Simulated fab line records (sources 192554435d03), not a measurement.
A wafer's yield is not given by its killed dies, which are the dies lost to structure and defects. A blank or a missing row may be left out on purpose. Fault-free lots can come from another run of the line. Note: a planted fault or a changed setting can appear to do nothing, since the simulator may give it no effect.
fab line records | flow n5_finfet
[record] lots = 9 wafers = 26 last_day = 21
route steps=1938 shown PMOS_HMC_CHANNEL_EPI@71 FIN_SAQP@99 BEOL_M4@1111 PASSIVATION@1936
lots with no fault: from the same line, run without faults
start_h: start of the lot's first displayed wafer, in hours after the record's first day | wait_h: hours from the lot's prior step to this one | " the same as in the row above | L1.1+2: one row covering several wafers at once | - no value, or no start was given | * or withheld: withheld | < > ~ a bound
route shown NAME@n: a module of which the file shows steps, and the number in the route of the first | usual: average and standard deviation across the fault-free wafers | same: alike in all rows | chamber/n: place in a boat | sites: the reading at each site | _std_site: the values' standard deviation | _edge_site: the outer-site mean with the inner-site mean subtracted | radius_mm: for every site, how far away it sits from the centre of the wafer | mask NAME#n: copy n | behind: tool/chamber where the wafer was last shaped | hold: why the lot was held/for how many hours/how that ended | device: transistor that didn't switch, given as n, p or np | end of line: at the end of the route, the tests of the same wafers | a step with no rows: only its recipe | killed: at the first sort, the dies lost to defects and structure; wafer yield is something else | map: a wafer's dies, marking killed ones x, the rest . and places with no die _
set.NAME: the setting that was run; set.NAME@STEP: the one run at that earlier step | model.NAME: the simulator's own value behind a step, which no gauge read
a sample of lots followed through the steps of the route, with each step as a table and each wafer as a row
services: from which hour (start_h, from the record's first day; less than 0 if before it) a tool's chamber was out of use, for how many hours, and why
[[steps]]
[step N5_PMOS_HMC_CHANNEL_EPI_STRIP_33]
[recipe] chemistry = N2/H2 power_w = 500 temp_c = 40 pressure_mtorr = 50 rf_frequency_hz = 6e+07 overash_fraction = 0.3 bias_power_w = 8 h2_frac = 0.5 n2_flow_sccm = 300 h2_flow_sccm = 300
[usual] drypump_motor_current_A = 5.6/0.35 oes_product_au = 0.78/0.094 rf_vpp_V = 53.9/1.7 showerhead_plenum_p_Torr = 3.34/0.11 throttle_valve_pct = 19.0/0.54
// columns lot.wafer tool chamber start_h wait_h drypump_motor_current_A oes_product_au rf_hours_counter_h rf_vpp_V showerhead_plenum_p_Torr throttle_valve_pct
L546.2 rie_diel-06 3 23.52 0.0 6.4 0.77 147 53.8 3.21 18.3
L546.5 " 0 " " 5.2 0.80 - 56.2 3.38 18.8
L546.6 " 1 " " 5.7 0.66 - 54.9 3.31 19.3
L547.2 rie_diel-05 0 29.54 0.0 5.4 0.70 237 54.6 3.19 18.9
L547.4 " 2 " " 5.5 0.71 185 53.4 3.32 18.8
L547.6 " 0 " " 5.4 0.71 - 53.5 3.19 18.9
L548.3 rie_diel-01 2 35.52 0.0 5.7 0.80 101 56.6 3.41 18.8
L548.4 " 2 " " 5.7 0.80 - 58.1 3.41 18.8
L548.6 " 0 " " 5.2 0.72 - 52.0 3.43 18.3
L552.2 rie_diel-06 3 60.07 0.0 6.4 0.78 159 53.5 3.20 18.3
L552.4 " 0 " " 5.2 0.80 130 52.5 3.38 18.9
L552.6 " 0 " " 5.2 0.80 - 55.1 3.38 18.9
L557.1 rie_diel-01 0 90.50 0.0 5.2 0.71 232 53.8 3.42 18.4
L557.2 " 3 " " 5.6 0.93 14 53.7 3.62 19.7
L557.4 " 2 " " 5.7 0.80 118 50.1 3.40 18.8
L558.3 rie_diel-06 2 96.17 0.0 6.0 0.76 156 54.6 3.23 19.6
L558.4 " 1 " " 5.6 0.95 14 52.2 3.30 18.9
L558.6 " 3 " " 6.4 0.76 - 54.9 3.19 18.3
L559.3 rie_diel-01 1 101.46 0.0 5.6 0.71 215 53.6 3.43 18.9
L559.5 " 0 " " 5.2 0.72 - 52.2 3.42 18.4
L562.2 rie_diel-06 2 119.44 0.0 6.0 0.76 163 54.0 3.22 19.6
L562.3 " 1 " " 5.6 0.94 21 51.0 3.29 19.0
L562.5 " 0 " " 5.2 0.78 - 54.5 3.37 18.9
L568.1 rie_diel-05 3 155.62 0.0 5.0 0.73 181 55.4 3.22 20.2
L568.4 " 1 " " 5.6 0.76 163 57.8 3.34 18.4
L568.5 " 3 " " 5.1 0.73 - 53.3 3.22 20.2
[step N5_PMOS_HMC_CHANNEL_EPI_PRECLEAN_37]
[recipe] chemistry = O3/DIW time_s = 45 temp_c = 22 o3_ppm = 10
[same] time_s = 45
// columns lot.wafer tool chamber start_h wait_h
L546.2+5+6 wet_bench-03 4,1,6 25.69 0.0
L547.2+4+6 wet_bench-05 7,3,0 31.87 0.0
L548.3+4+6 wet_bench-05 5,3,6 38.08 0.0
L552.2+4+6 wet_bench-02 2,0,5 62.31 0.0
L557.1+2+4 wet_bench-02 3,6,5 93.15 0.0
L558.3+4+6 wet_bench-03 7,6,4 98.38 0.0
L559.3+5 wet_bench-03 1,2 103.77 0.0
L562.2+3+5 wet_bench-02 0,5,1 121.63 0.0
L568.1+4+5 wet_bench-03 5,6,3 157.78 0.0
[step N5_PMOS_HMC_CHANNEL_EPI_INSPECT_30]
[recipe] inspect_instrument = darkfield mode = post_epi
[usual] raw_defect_count = 18/6.3
// columns lot.wafer tool chamber start_h wait_h raw_defect_count
L546.2 defect_inspect-01 - 26.13 0.0 24
L546.5 " - " " 19
L546.6 " - " " 18
L547.2 defect_inspect-02 - 32.31 0.0 19
L547.4 " - " " 18
L547.6 " - " " 11
L548.3 defect_inspect-02 - 38.52 0.0 16
L548.4 " - " " 16
L548.6 " - " " 17
L552.2 defect_inspect-01 - 62.77 0.0 37
L552.4 " - " " 18
L552.6 " - " " 18
L557.1 defect_inspect-02 - 93.73 0.0 12
L557.2 " - " " 28
L557.4 " - " " 19
L558.3 defect_inspect-01 - 98.82 0.0 20
L558.4 " - " " 19
L558.6 " - " " 29
L559.3 defect_inspect-02 - 104.21 0.0 13
L559.5 " - " " 14
L562.2 defect_inspect-01 - 122.17 0.0 1220
L562.3 " - " " 23
L562.5 " - " " 21
L568.1 defect_inspect-02 - 158.22 0.0 17
L568.4 " - " " 32
L568.5 " - " " 20
[step N5_FIN_SAQP_PECVD_48]
[recipe] material = SiNx target_thk_a = 250 temp_c = 400 precursor = SiH4/NH3/N2 pressure_torr = 1.5 rf_w = 300 time_s = 22.1
[usual] heater_power_w = 748/120 showerhead_plenum_p_Torr = 5.14/0.037 throttle_valve_pct = 39.1/1.8
[same] time_s = 22.1
// columns lot.wafer tool chamber start_h wait_h heater_power_w showerhead_plenum_p_Torr throttle_valve_pct
L546.2 pecvd-02 2 26.84 0.0 703 5.17 37.7
L546.5 " 0 " " 752 5.15 41.3
L546.6 " 2 " " 707 5.13 38.0
L547.2 pecvd-04 0 33.99 0.0 918 5.06 39.6
L547.4 " 0 " " 922 5.07 39.8
L547.6 " 0 " " 913 5.08 39.6
L548.3 pecvd-04 1 39.91 0.0 667 5.12 38.8
L548.4 " 0 " " 849 5.07 39.7
L548.6 " 1 " " 664 5.14 38.5
L552.2 pecvd-02 2 63.65 0.0 677 5.16 38.1
L552.4 " 0 " " 716 5.15 41.7
L552.6 " 1 " " 734 5.14 38.4
L557.1 pecvd-03 1 94.88 0.0 567 5.10 42.4
L557.2 " 0 " " 864 5.15 36.2
L557.4 " 1 " " 559 5.12 42.2
L558.3 pecvd-02 0 99.83 0.0 688 5.14 41.5
L558.4 " 2 " " 703 5.16 38.0
L558.6 " 0 " " 692 5.14 41.9
L559.3 pecvd-04 2 104.92 0.0 769 5.21 38.2
L559.5 " 1 " " 642 5.13 38.9
L562.2 pecvd-04 0 123.13 0.0 950 5.07 40.0
L562.3 " 1 " " 585 5.13 39.1
L562.5 " 0 " " 948 5.06 40.1
L568.1 pecvd-03 2 159.05 0.0 701 5.15 38.8
L568.4 " 2 " " 698 5.15 38.9
L568.5 " 1 " " 619 5.11 42.1
[step N5_FIN_SAQP_PECVD_06]
[recipe] material = a-Si target_thk_a = 600 temp_c = 400 precursor = SiH4/He pressure_torr = 3 rf_w = 100 time_s = 48.1
[usual] heater_power_w = 825/120 showerhead_plenum_p_Torr = 5.665/0.028 throttle_valve_pct = 17.8/0.8
[same] time_s = 48.1
// columns lot.wafer tool chamber start_h wait_h heater_power_w showerhead_plenum_p_Torr throttle_valve_pct
L546.2 pecvd-02 2 26.88 0.0 749 5.685 17.2
L546.5 " 0 " " 817 5.674 18.9
L546.6 " 2 " " 761 5.680 17.2
L547.2 pecvd-04 0 34.05 0.0 1060 5.618 18.2
L547.4 " 0 " " 1055 5.613 18.1
L547.6 " 0 " " 1059 5.626 18.0
L548.3 pecvd-04 1 39.98 0.0 650 5.662 17.5
L548.4 " 0 " " 924 5.610 18.1
L548.6 " 1 " " 648 5.667 17.7
L552.2 pecvd-02 2 63.69 0.0 806 5.677 17.1
L552.4 " 0 " " 809 5.685 18.8
L552.6 " 1 " " 933 5.671 17.7
L557.1 pecvd-03 1 94.94 0.0 672 5.655 19.3
L557.2 " 0 " " 843 5.690 16.4
L557.4 " 1 " " 686 5.639 19.1
L558.3 pecvd-02 0 99.87 0.0 846 5.683 19.1
L558.4 " 2 " " 787 5.677 17.2
L558.6 " 0 " " 831 5.677 19.1
L559.3 pecvd-04 2 104.96 0.0 915 5.706 17.3
L559.5 " 1 " " 737 5.664 17.8
L562.2 pecvd-04 0 123.17 0.0 947 5.614 18.4
L562.3 " 1 " " 738 5.653 17.6
L562.5 " 0 " " 965 5.628 18.1
L568.1 pecvd-03 2 159.09 0.0 852 5.653 17.8
L568.4 " 2 " " 880 5.677 17.9
L568.5 " 1 " " 582 5.634 19.1
[step N5_FIN_SAQP_INSPECT_18]
[recipe] mode = adi inspect_instrument = brightfield
[usual] raw_defect_count = 388/94
// columns lot.wafer tool chamber start_h wait_h raw_defect_count
L546.2 defect_inspect-02 - 27.54 0.0 374
L546.5 " - " " 460
L546.6 " - " " 409
L547.2 defect_inspect-01 - 34.61 0.0 455
L547.4 " - " " 277
L547.6 " - " " 361
L548.3 defect_inspect-02 - 40.49 0.0 401
L548.4 " - " " 433
L548.6 " - " " 503
L552.2 defect_inspect-02 - 64.33 0.0 381
L552.4 " - " " 432
L552.6 " - " " 435
L557.1 defect_inspect-02 - 95.63 0.0 265
L557.2 " - " " 329
L557.4 " - " " 327
L558.3 defect_inspect-01 - 100.51 0.0 416
L558.4 " - " " 322
L558.6 " - " " 230
L559.3 defect_inspect-02 - 105.60 0.0 210
L559.5 " - " " 250
L562.2 defect_inspect-01 - 123.80 0.0 1561
L562.3 " - " " 474
L562.5 " - " " 373
L568.1 defect_inspect-02 - 159.60 0.0 260
L568.4 " - " " 320
L568.5 " - " " 255
[step N5_FIN_SAQP_INSPECT_40]
[recipe] inspect_instrument = brightfield mode = aei
[usual] raw_defect_count = 230/65
// columns lot.wafer tool chamber start_h wait_h raw_defect_count
L546.2 defect_inspect-01 - 32.96 0.0 209
L546.5 " - " " 268
L546.6 " - " " 272
L547.2 defect_inspect-02 - 40.36 0.0 190
L547.4 " - " " 237
L547.6 " - " " 148
L548.3 defect_inspect-01 - 46.03 0.0 295
L548.4 " - " " 199
L548.6 " - " " 319
L552.2 defect_inspect-01 - 68.60 0.0 389
L552.4 " - " " 345
L552.6 " - " " 436
L557.1 defect_inspect-02 - 101.15 0.0 103
L557.2 " - " " 173
L557.4 " - " " 190
L558.3 defect_inspect-02 - 105.00 0.0 246
L558.4 " - " " 234
L558.6 " - " " 152
L559.3 defect_inspect-01 - 110.86 0.0 138
L559.5 " - " " 143
L562.2 defect_inspect-02 - 128.33 0.0 1431
L562.3 " - " " 246
L562.5 " - " " 227
L568.1 defect_inspect-02 - 164.05 0.0 156
L568.4 " - " " 229
L568.5 " - " " 184
[step N5_BEOL_M4_RC_MEAS_101]
[usual] DIBL_N = 36.3/1.9 DIBL_P = 36.6/2.4 IOFF_N = 0.17/0.037 IOFF_P = 0.23/0.04 ION_N = 682/14 ION_P = 468/8.6 SS_N = 71.6/0.67 SS_P = 73.4/0.71 VT_N = 248/3.3 VT_P = -248.9/2.9
// columns lot.wafer tool chamber start_h wait_h DIBL_N[mV/V] DIBL_P[mV/V] IOFF_N[nA/um] IOFF_P[nA/um] ION_N[uA/um] ION_P[uA/um] SS_N[mV/dec] SS_P[mV/dec] VT_N[mV] VT_P[mV]
L547.2 prober-02 0 193.74 0.2 38.4 39.9 0.23 0.31 712 486 71.0 73.5 242 -240.0
L547.4 " 0 " " 35.0 36.2 0.15 0.23 681 475 71.3 73.2 248 -247.9
L547.6 " 0 " " 38.3 40.1 0.21 0.29 688 474 72.5 74.1 246 -244.0
L548.3 prober-01 0 199.56 0.3 32.4 33.8 0.14 0.19 693 480 70.5 72.1 248 -247.9
L548.4 " 0 " " 35.1 37.2 0.17 0.22 689 469 71.8 73.7 249 -249.8
L548.6 " 0 " " 32.7 34.3 0.13 0.19 660 456 70.1 72.4 253 -251.4
L546.2 prober-02 0 213.27 0.2 36.9 37.1 0.17 0.23 666 460 72.4 73.1 251 -250.3
L546.5 " 0 " " 39.7 39.7 0.26 0.29 687 468 72.9 74.1 242 -244.7
L546.6 " 0 " " 34.5 34.6 0.13 0.19 652 454 70.9 72.6 254 -249.8
L552.2 prober-01 0 232.16 0.2 36.6 38.8 0.17 0.26 672 461 72.5 73.7 247 -247.8
L552.4 " 0 " " 36.2 39.4 0.18 0.27 678 467 72.5 74.5 245 -245.6
L552.6 " 0 " " 35.3 37.3 0.16 0.23 668 466 71.7 73.5 248 -249.6
L557.1 prober-02 0 277.98 0.0 37.4 36.6 0.16 0.20 685 459 71.6 72.4 248 -250.5
L557.2 " 0 " " 37.4 37.6 0.16 0.21 696 471 71.8 73.2 249 -248.8
L557.4 " 0 " " 35.4 35.2 0.13 0.19 676 466 71.3 72.6 251 -250.7
L558.3 prober-02 0 286.91 0.3 33.3 30.8 0.14 0.19 660 459 71.3 72.0 252 -249.0
L558.4 " 0 " " 35.7 33.8 0.18 0.24 678 474 71.8 73.0 246 -246.6
L558.6 " 0 " " 37.1 35.7 0.20 0.27 709 488 71.4 73.6 245 -243.7
L559.3 prober-02 0 294.06 0.3 36.3 37.2 0.18 0.20 693 471 70.9 74.6 245 -252.2
L559.5 " 0 " " 35.1 35.8 0.15 0.18 676 455 71.2 73.4 251 -253.6
L562.2 prober-02 0 332.06 0.2 39.5 40.4 0.24 0.28 717 490 72.4 74.6 243 -248.3
L562.3 " 0 " " 35.7 33.7 0.14 0.16 691 463 71.7 72.8 251 -255.1
L562.5 " 0 " " 39.1 37.5 0.22 0.23 691 465 72.9 73.6 243 -250.1
L568.1 prober-02 0 375.51 0.0 34.3 33.4 0.14 0.17 669 459 71.1 72.8 250 -252.5
L568.4 " 0 " " 34.5 34.6 0.14 0.18 678 469 70.5 73.0 250 -248.1
L568.5 " 0 " " 34.6 34.5 0.14 0.18 672 456 71.4 72.8 250 -248.1
[step N5_PASSIVATION_PROBE_49]
[usual] defect_limited_yield = 91.2/1.5 killed_at_M0_to_M3 = 35/12 killed_at_M4_up = 14/5.1 killed_at_contacts = 13/6 killed_at_front_end = 38/12 killed_at_other = 4/3.5 killed_dies = 104/18 killed_on_rim = 13/3.7 killed_open = 68/13 killed_short = 33/8.1 sort_bin_5_function = 5.2/1 sort_bin_6_memory = 3.2/0.69 sort_n_pass = 1076/18 sort_yield_pct = 91.2/1.5
[same] gross_dies = 1180 killed_at_back_side = 0 sort_bin_4_leakage[%] = 0 sort_bin_8_speed[%] = 0
// columns lot.wafer tool chamber start_h wait_h defect_limited_yield[%] killed_at_M0_to_M3 killed_at_M4_up killed_at_contacts killed_at_front_end killed_at_other killed_dies killed_on_rim killed_open killed_short sort_bin_5_function[%] sort_bin_6_memory[%] sort_n_pass sort_yield_pct[%]
L548.3 prober-01 - 317.09 0.3 91.5 47 7 9 36 1 100 10 81 19 5.3 3.1 1080 91.5
L548.4 prober-01 - 317.14 0.4 91.8 43 10 5 38 1 97 8 57 38 5.1 2.7 1083 91.8
L548.6 prober-01 - 317.24 0.5 90.9 28 9 18 50 2 107 15 74 33 4.8 4.0 1073 90.9
L546.2 prober-02 - 327.49 0.1 91.6 42 12 12 29 4 99 18 65 33 4.7 3.3 1081 91.6
L546.5 prober-02 - 327.64 0.2 91.0 41 7 12 36 10 106 14 72 33 5.8 3.1 1074 91.0
L546.6 prober-02 - 327.69 0.3 89.8 33 15 9 44 19 120 11 78 41 5.9 4.0 1060 89.8
L552.2 prober-01 - 343.15 0.1 91.4 29 15 10 45 3 102 19 61 38 5.4 3.0 1078 91.4
L552.4 prober-01 - 343.25 0.2 93.3 23 14 15 23 4 79 9 48 31 4.4 1.8 1101 93.3
L552.6 prober-01 - 343.35 0.3 88.1 39 13 7 80 1 140 20 95 42 7.4 4.2 1040 88.1
L557.1 prober-02 - 386.71 0.0 88.4 60 25 5 40 7 137 14 95 40 7.4 4.0 1043 88.4
L557.2 prober-02 - 386.76 0.1 90.8 48 15 12 32 2 109 15 62 47 4.7 4.2 1071 90.8
L557.4 prober-02 - 386.86 0.2 90.6 60 7 3 36 5 111 14 78 31 5.4 3.3 1069 90.6
L559.3 prober-02 - 403.32 0.1 91.4 57 9 11 20 5 102 14 62 40 5.3 2.9 1078 91.4
L559.5 prober-02 - 403.42 0.2 92.1 54 11 8 15 5 93 10 56 36 4.1 3.5 1087 92.1
L562.2 prober-01 - 433.17 0.1 84.3 31 15 7 130 2 185 29 64 33 9.0 3.6 995 84.3
L562.3 prober-01 - 433.22 0.1 93.3 19 14 4 37 5 79 9 52 25 4.2 2.2 1101 93.3
L562.5 prober-01 - 433.32 0.2 90.8 32 15 7 50 5 109 9 65 44 5.5 3.6 1071 90.8
L568.1 prober-02 - 500.25 0.0 89.7 37 15 6 48 16 122 16 69 47 6.2 3.8 1058 89.7
L568.4 prober-02 - 500.40 0.2 90.3 39 12 15 39 9 114 20 66 44 5.8 3.3 1066 90.3
L568.5 prober-02 - 500.45 0.2 90.1 31 6 24 43 13 117 9 78 34 6.1 3.0 1063 90.1
// killed by level:class
L548.3 BEOL_M3:geometric_particle:open=17 BEOL_M1:geometric_particle:open=11 FIN_SAQP:geometric_particle:open=9 STI_FIN_REVEAL:geometric_particle:open=9 BEOL_M2:geometric_particle:open=7 FIN_SAQP:geometric_particle:short=6 DUMMY_GATE:geometric_particle:open=6 MOL_CONTACT_COAG:geometric_particle:open=6
L548.4 BEOL_M0_SAQP:geometric_particle:open=14 BEOL_M0_SAQP:geometric_particle:short=13 DUMMY_GATE:geometric_particle:open=8 DUMMY_GATE:geometric_particle:short=5 MOL_CONTACT_COAG:geometric_particle:open=5 FIN_SAQP:geometric_particle:short=4 STI_FIN_REVEAL:geometric_particle:open=4 GATE_CUT:geometric_particle:short=4
L548.6 FIN_SAQP:geometric_particle:open=17 MOL_CONTACT_COAG:geometric_particle:open=13 STI_FIN_REVEAL:geometric_particle:open=12 BEOL_M0_SAQP:geometric_particle:short=8 FIN_SAQP:geometric_particle:short=6 BEOL_M2:geometric_particle:open=5 MOL_CONTACT_COAG:geometric_particle:short=5 BEOL_M3:geometric_particle:open=5
L546.2 BEOL_M0_SAQP:geometric_particle:open=14 BEOL_M0_SAQP:geometric_particle:short=13 MOL_CONTACT_COAG:geometric_particle:open=11 FIN_SAQP:geometric_particle:short=6 FIN_SAQP:geometric_particle:open=4 STI_FIN_REVEAL:geometric_particle:open=4 ILD0:geometric_particle:short=4 ILD0:geometric_particle:open=4
L546.5 BEOL_M0_SAQP:geometric_particle:open=21 FIN_SAQP:geometric_particle:short=12 BEOL_M0_SAQP:geometric_particle:short=11 MOL_CONTACT_COAG:geometric_particle:open=9 FIN_SAQP:geometric_particle:open=6 STI_FIN_REVEAL:geometric_particle:open=6 BEOL_M2:geometric_particle:open=5 PAD_METAL:geometric_particle:open=5
L546.6 FIN_SAQP:geometric_particle:open=13 FIN_SAQP:geometric_particle:short=12 BEOL_M3:geometric_particle:open=9 PAD_METAL:geometric_particle:short=9 BEOL_M4:geometric_particle:open=8 PAD_METAL:geometric_particle:open=8 MOL_CONTACT_COAG:geometric_particle:open=7 BEOL_M0_SAQP:geometric_particle:short=7
L552.2 MOL_CONTACT_COAG:geometric_particle:open=9 DUMMY_GATE:geometric_particle:open=7 BEOL_M0_SAQP:geometric_particle:short=7 FIN_SAQP:geometric_particle:open=6 FIN_SAQP:geometric_particle:short=6 BEOL_M0_SAQP:geometric_particle:open=6 STI_FIN_REVEAL:geometric_particle:open=5 GATE_CUT:geometric_particle:short=5
L552.4 MOL_CONTACT_COAG:geometric_particle:open=12 BEOL_M0_SAQP:geometric_particle:open=6 BEOL_M2:geometric_particle:open=6 FIN_SAQP:geometric_particle:short=5 BEOL_M4:geometric_particle:open=5 GATE_CUT:geometric_particle:short=4 GATE_CUT:geometric_particle:open=3 MOL_CONTACT_COAG:geometric_particle:short=3
L552.6 STI_FIN_REVEAL:geometric_particle:open=26 FIN_SAQP:geometric_particle:open=14 FIN_SAQP:geometric_particle:short=12 BEOL_M0_SAQP:geometric_particle:open=9 BEOL_M1:geometric_particle:open=9 STI_FIN_REVEAL:geometric_particle:short=8 MOL_CONTACT_COAG:geometric_particle:open=6 DUMMY_GATE:geometric_particle:open=5
L557.1 BEOL_M3:geometric_particle:open=14 BEOL_M4:geometric_particle:open=14 BEOL_M0_SAQP:geometric_particle:short=13 BEOL_M0_SAQP:geometric_particle:open=13 BEOL_M2:geometric_particle:open=10 DUMMY_GATE:geometric_particle:open=6 FIN_SAQP:geometric_particle:open=5 FIN_SAQP:geometric_particle:short=5
L557.2 BEOL_M3:geometric_particle:open=12 MOL_CONTACT_COAG:geometric_particle:open=10 FIN_SAQP:geometric_particle:short=8 BEOL_M0_SAQP:geometric_particle:short=8 BEOL_M2:geometric_particle:short=8 FIN_SAQP:geometric_particle:open=7 BEOL_M3:geometric_particle:short=6 BEOL_M2:geometric_particle:open=5
L557.4 BEOL_M3:geometric_particle:open=14 BEOL_M2:geometric_particle:open=13 FIN_SAQP:geometric_particle:short=12 FIN_SAQP:geometric_particle:open=10 BEOL_M0_SAQP:geometric_particle:open=8 BEOL_M0:geometric_particle:open=7 BEOL_M0_SAQP:geometric_particle:short=6 BEOL_M1:geometric_particle:open=4
L559.3 BEOL_M1:geometric_particle:short=13 BEOL_M1:geometric_particle:open=9 MOL_CONTACT_COAG:geometric_particle:open=9 FIN_SAQP:geometric_particle:short=8 BEOL_M2:geometric_particle:open=8 BEOL_M3:geometric_particle:open=8 BEOL_M0_SAQP:geometric_particle:open=6 BEOL_M0:geometric_particle:open=6
L559.5 BEOL_M3:geometric_particle:open=13 BEOL_M2:geometric_particle:open=13 BEOL_M0_SAQP:geometric_particle:short=9 FIN_SAQP:geometric_particle:short=7 MOL_CONTACT_COAG:geometric_particle:open=5 BEOL_M0_SAQP:geometric_particle:open=5 STI_FIN_REVEAL:geometric_particle:open=4 BEOL_M0:geometric_particle:open=4
L562.2 PMOS_HMC_CHANNEL_EPI:unspecified=82 FIN_SAQP:geometric_particle:open=14 FIN_SAQP:geometric_particle:short=12 BEOL_M4:geometric_particle:open=10 MOL_CONTACT_COAG:geometric_particle:open=7 BEOL_M2:geometric_particle:open=7 DUMMY_GATE:geometric_particle:open=6 HKMG_FIN:area_etch=6
L562.3 FIN_SAQP:geometric_particle:short=7 BEOL_M3:geometric_particle:open=6 FIN_SAQP:geometric_particle:open=5 ILD0:geometric_particle:open=5 DUMMY_GATE:geometric_particle:open=4 BEOL_M4:geometric_particle:open=4 BEOL_M5:geometric_particle:open=4 MOL_CONTACT_COAG:geometric_particle:open=3
L562.5 FIN_SAQP:geometric_particle:short=14 FIN_SAQP:geometric_particle:open=13 BEOL_M2:geometric_particle:open=9 BEOL_M0:geometric_particle:open=6 BEOL_M4:geometric_particle:open=5 ILD0:geometric_particle:short=4 MOL_CONTACT_COAG:geometric_particle:open=4 STARTING-WAFER:geometric_particle:open=4
L568.1 FIN_SAQP:geometric_particle:open=12 BEOL_M1:geometric_particle:open=9 FIN_SAQP:geometric_particle:short=8 GATE_CUT:geometric_particle:short=8 BEOL_M0_SAQP:geometric_particle:open=8 BEOL_M3:geometric_particle:open=7 BEOL_M0_SAQP:geometric_particle:short=6 STI_FIN_REVEAL:geometric_particle:open=5
L568.4 MOL_CONTACT_COAG:geometric_particle:open=11 BEOL_M1:geometric_particle:open=11 FIN_SAQP:geometric_particle:open=9 FIN_SAQP:geometric_particle:short=8 BEOL_M3:geometric_particle:open=8 BEOL_M0_SAQP:geometric_particle:short=6 BEOL_M1:geometric_particle:short=6 STI_FIN_REVEAL:geometric_particle:open=5
L568.5 MOL_CONTACT_COAG:geometric_particle:open=18 BEOL_M3:geometric_particle:open=9 FIN_SAQP:geometric_particle:open=8 BEOL_M2:geometric_particle:open=8 STI_FIN_REVEAL:geometric_particle:open=7 GATE_CUT:geometric_particle:short=7 MOL_CONTACT_COAG:geometric_particle:short=6 BEOL_M0_SAQP:geometric_particle:open=6
[[services]]
// columns tool chamber start_h hours kind
rie_diel-01 0 6.81 17.9 repair
rie_diel-01 3 9.64 4.2 repair
pecvd-03 1 15.52 5.5 scheduled_down
pecvd-04 2 21.12 - clean
pecvd-04 2 21.12 - consumable_replace:showerhead
pecvd-04 2 21.12 29.0 scheduled_down
pecvd-04 2 21.12 29.0 vent_cycle
rie_diel-06 1 28.00 - clean
rie_diel-06 1 28.00 - consumable_replace:focus_ring
rie_diel-06 1 28.00 19.1 scheduled_down
rie_diel-05 0 32.73 1.2 repair
rie_diel-01 - 38.03 0.1 repair
pecvd-03 - 50.89 5.5 pm
pecvd-02 - 58.79 2.8 pm
rie_diel-06 - 74.13 0.2 repair
pecvd-02 - 76.47 0.8 repair
pecvd-02 - 78.61 0.5 repair
pecvd-02 1 82.39 4.4 repair
rie_diel-06 3 104.29 20.8 repair
pecvd-02 2 112.94 4.6 scheduled_down
wet_bench-03 - 114.29 1.0 repair
rie_diel-01 0 119.86 2.3 repair
rie_diel-01 0 130.11 3.8 repair
pecvd-04 - 131.97 1.6 repair
[[key]]
[first_sign] step = N5_PMOS_HMC_CHANNEL_EPI_INSPECT_30 reading = raw_defect_count direction = up sigmas = 99+ usual = 18 struck = 1220
[effect] step = N5_FIN_SAQP_INSPECT_18 reading = raw_defect_count direction = up sigmas = 12 usual = 388 struck = 1561
[effect] step = N5_FIN_SAQP_INSPECT_40 reading = raw_defect_count direction = up sigmas = 19 usual = 230 struck = 1431
[effect] step = N5_PASSIVATION_PROBE_49 reading = killed_at_front_end direction = up sigmas = 7.6 usual = 38 struck = 130
[more_kills_born_at] N5_PMOS_HMC_CHANNEL_EPI_PRECLEAN_37@wet_bench-02 = 82
met_at N5_PMOS_HMC_CHANNEL_EPI_PRECLEAN_37
struck_lots L562
struck_wafers L562.2
not_acting_at N5_PMOS_HMC_CHANNEL_EPI_STRIP_33,N5_FIN_SAQP_PECVD_48,N5_FIN_SAQP_PECVD_06
onset_between 62.31 121.63
[fault] kind = chamber_particle_source tool = wet_bench-02 chamber = 0 onset_h = 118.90 steps = N5_PMOS_HMC_CHANNEL_EPI_PRECLEAN_37 rate_per_visit_cm2 = 1.8021 end_h = 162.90
